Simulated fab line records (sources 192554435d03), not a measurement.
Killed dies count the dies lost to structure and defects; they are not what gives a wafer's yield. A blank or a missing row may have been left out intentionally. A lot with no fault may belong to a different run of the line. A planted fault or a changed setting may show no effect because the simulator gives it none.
Matching of chambers ; flow n5_finfet ; cmp-04 running N5_BEOL_M5_CMP_52: 4 sister chambers
The step polishes, stops on SiCOH lowk, t overpolish 6.9 s, target thk 62 nm. 8 wafers are shown with their chamber, then 7 later ones without.

## WAFERS, EACH WITH ITS CHAMBER
wafer;chamber;motor_current_A (A);barrier_field_endpoint_s (s)
L082.5;0;5.3;24.8
L082.6;3;6.2;25.1
L083.2;0;5.5;25.1
L085.1;2;5.8;24.2
L085.4;1;6.4;25.2
L085.5;2;6.1;24.7
L089.1;3;6.2;24.6
L089.3;1;5.8;23.9

## WAFERS WITH NO CHAMBER GIVEN
wafer;motor_current_A (A);barrier_field_endpoint_s (s)
L089.5;6.2;24.2
L092.1;5.8;24.2
L092.2;6.3;24.0
L092.3;6.4;24.0
L096.2;5.3;24.2
L096.4;6.5;25.3
L096.5;5.9;24.9

## WHICH CHAMBER EACH WENT THROUGH
wafer;from the rows above;in truth
L089.5;can't be placed: 1 or 2 or 3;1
L092.1;can't be placed: 2 or 1 or 3 or 0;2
L092.2;can't be placed: 1 or 3 or 2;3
L092.3;can't be placed: 1 or 3 or 2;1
L096.2;can't be placed: 0 or 2 or 1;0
L096.4;can't be placed: 3 or 1 or 2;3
L096.5;can't be placed: 2 or 1 or 3 or 0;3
Correctly placed: 0 of 7. These rows do not allow placing 7 (true chamber among the candidates in 7). 0 placed wrongly.
How it was worked out, from the rows above alone: a wafer's distance from a chamber is the root of the sum, over the readings, of the square of ((its reading less the chamber's mean) divided by the reading's scatter). The wafer belongs to the nearest chamber; if the next one is less than 2 further off, it can't be placed. For every chamber, the mean is computed from those of its wafers that are shown. The scatter is the square root of a quotient: the sum, over the shown wafers, of each reading's squared deviation from its chamber's mean, divided by wafers minus chambers.
